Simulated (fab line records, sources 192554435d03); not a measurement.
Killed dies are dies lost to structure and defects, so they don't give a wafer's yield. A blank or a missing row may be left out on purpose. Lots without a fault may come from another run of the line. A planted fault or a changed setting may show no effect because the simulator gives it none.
Split-lot experiment | flow n5_finfet | 7 lots, 39 wafers read, on a route of 1938 steps

THE SPLIT
At N5_SD_EPI_P_EXPOSE_06 (exposes mask SD P BLK, target cd 240 nm), the setting dose_mj was moved away from the recipe's 39.5 on 18 of the 39 wafers read, by -3.4% to +7.6%. The other wafers ran this setting at the recipe's value.

FROM THE SPLIT TO THE READING: what the file shows between them, 2 steps
- N5_SD_EPI_P_PEB_07: peb time 60 s
- N5_SD_EPI_P_DEVELOP_08: develop time 30 s

THE READING
cd_nm, in nm, at N5_SD_EPI_P_CD_MEAS_09 (target cd 240 nm). Fault-free wafers of this fab line usually give 239.2 nm, standard deviation 0.7 nm.

wafer  | tool, chamber at the split | dose_mj as run | against the recipe | cd_nm, nm | against lot-mates on the recipe
L075.1 | arfi_scanner-03, 0         | 39.5           | recipe             | 240.2     | -
L075.2 | arfi_scanner-03, 0         | 42.51          | +7.6%              | 244.1     | +4.1
L075.3 | arfi_scanner-03, 0         | 39.5           | recipe             | 240.1     | -
L075.4 | arfi_scanner-03, 0         | 39.5           | recipe             | 239.8     | -
L075.5 | arfi_scanner-03, 0         | 42.51          | +7.6%              | 244.5     | +4.5
L075.6 | arfi_scanner-03, 0         | 42.51          | +7.6%              | 243.9     | +3.9
L076.1 | arfi_scanner-03, 0         | 39.5           | recipe             | 239.9     | -
L076.2 | arfi_scanner-03, 0         | 41.43          | +4.9%              | 242.1     | +2.1
L076.3 | arfi_scanner-03, 0         | 41.43          | +4.9%              | 243.2     | +3.2
L076.4 | arfi_scanner-03, 0         | 39.5           | recipe             | 240.3     | -
L076.5 | arfi_scanner-03, 0         | 39.5           | recipe             | 239.9     | -
L076.6 | arfi_scanner-03, 0         | 41.43          | +4.9%              | 243.0     | +3.0
L078.1 | arfi_scanner-02, 0         | 42.33          | +7.2%              | 244.1     | +5.2
L078.2 | arfi_scanner-02, 0         | 42.33          | +7.2%              | 245.4     | +6.5
L078.3 | arfi_scanner-02, 0         | 39.5           | recipe             | 238.9     | -
L078.4 | arfi_scanner-02, 0         | 39.5           | recipe             | 239.0     | -
L078.5 | arfi_scanner-02, 0         | 39.5           | recipe             | 238.9     | -
L078.6 | arfi_scanner-02, 0         | 42.33          | +7.2%              | 244.7     | +5.8
L084.1 | arfi_scanner-02, 0         | 38.17          | -3.4%              | 237.3     | -1.4
L084.2 | arfi_scanner-02, 0         | 39.5           | recipe             | 238.8     | -
L084.3 | arfi_scanner-02, 0         | 38.17          | -3.4%              | 236.8     | -1.9
L084.4 | arfi_scanner-02, 0         | 39.5           | recipe             | 238.1     | -
L084.5 | arfi_scanner-02, 0         | 38.17          | -3.4%              | 236.3     | -2.4
L084.6 | arfi_scanner-02, 0         | 39.5           | recipe             | 239.1     | -
L085.1 | arfi_scanner-02, 0         | 41.99          | +6.3%              | 242.9     | +4.1
L085.2 | arfi_scanner-02, 0         | 41.99          | +6.3%              | 243.3     | +4.5
L085.3 | arfi_scanner-02, 0         | 39.5           | recipe             | 239.4     | -
L085.4 | arfi_scanner-02, 0         | 39.5           | recipe             | 237.7     | -
L085.5 | arfi_scanner-02, 0         | 39.5           | recipe             | 239.3     | -
L085.6 | arfi_scanner-02, 0         | 41.99          | +6.3%              | 242.7     | +3.9
L089.1 | arfi_scanner-01, 0         | 39.5           | recipe             | 239.1     | -
L089.2 | arfi_scanner-01, 0         | 42.31          | +7.1%              | 243.1     | +4.1
L089.3 | arfi_scanner-01, 0         | 42.31          | +7.1%              | 243.5     | +4.5
L089.4 | arfi_scanner-01, 0         | 39.5           | recipe             | 239.1     | -
L089.5 | arfi_scanner-01, 0         | 42.31          | +7.1%              | 243.7     | +4.7
L089.6 | arfi_scanner-01, 0         | 39.5           | recipe             | 238.8     | -
L096.2 | arfi_scanner-03, 0         | 39.5           | recipe             | 238.8     | -
L096.4 | arfi_scanner-03, 0         | 39.5           | recipe             | 239.6     | -
L096.6 | arfi_scanner-03, 0         | 39.5           | recipe             | 238.0     | -

THE FIT
A straight line over all 39 wafers: cd_nm changes by +0.672 nm for each +1% of dose_mj; r = +0.97; the points scatter about the line by 0.66 nm.
The same after taking each lot's own level away (the mean of its wafers on the recipe; 39 wafers): +0.636 nm for each +1%; r = +0.97; scatter 0.6 nm.
On that fit, the largest move of dose_mj shifts the reading by 4.8 nm.
The lots' own levels span 238.67 to 240.03 nm, that is 2.0 times the standard deviation above.
So the lot-to-lot level changes the slope little: the two slopes agree.
Check: with one of the wafers moved furthest among these (+7.6%) left out of the fit, the line predicts +4.96 nm for it against its lot-mates. It came out at +4.07 nm against them.

OTHER SPLITS ON THESE WAFERS
These wafers also went through other splits before the reading. Each is held against what the fit with the lots' levels taken away leaves over:
other split on the same wafers       | wafers away from the commonest value | r with cd_nm (lot level and that fit taken away)
N5_FIN_SAQP_ETCH_52 source_w         | 12                                   | -0.16
N5_DUMMY_GATE_ETCH_31 target_depth_a | 15                                   | +0.20
N5_DUMMY_GATE_ETCH_32 time_s         | 12                                   | +0.11

THE WHOLE CHAIN: every reading that the file lists as answering this split, in the file's order
step                   | what it does                                     | reading                                                         | change (the file's fit)               | r (the file's)
N5_SD_EPI_P_CD_MEAS_09 | target cd 240 nm                                 | cd_nm                                                           | +0.641 nm for each +1% of the setting | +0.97
N5_SD_EPI_P_DESCUM_14  | chemistry O2, time 7.9 s                         | SD_EPI_P.cd_nm (the simulator's own value, which no gauge read) | +0.631 nm for each +1% of the setting | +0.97
N5_SD_EPI_P_ETCH_37    | etches SOC in N2/H2, overetch 108 nm, time 486 s | SD_EPI_P.cd_nm (the simulator's own value, which no gauge read) | +0.598 nm for each +1% of the setting | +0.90
N5_SD_EPI_P_ETCH_47    | etches SiOCN in CH3F/O2, target depth 25 nm      | SD_EPI_P.cd_nm (the simulator's own value, which no gauge read) | +0.59 nm for each +1% of the setting  | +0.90

THE FILE'S OWN FIT
cd_nm changes by +0.641 nm for each +1% of dose_mj, r = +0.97.
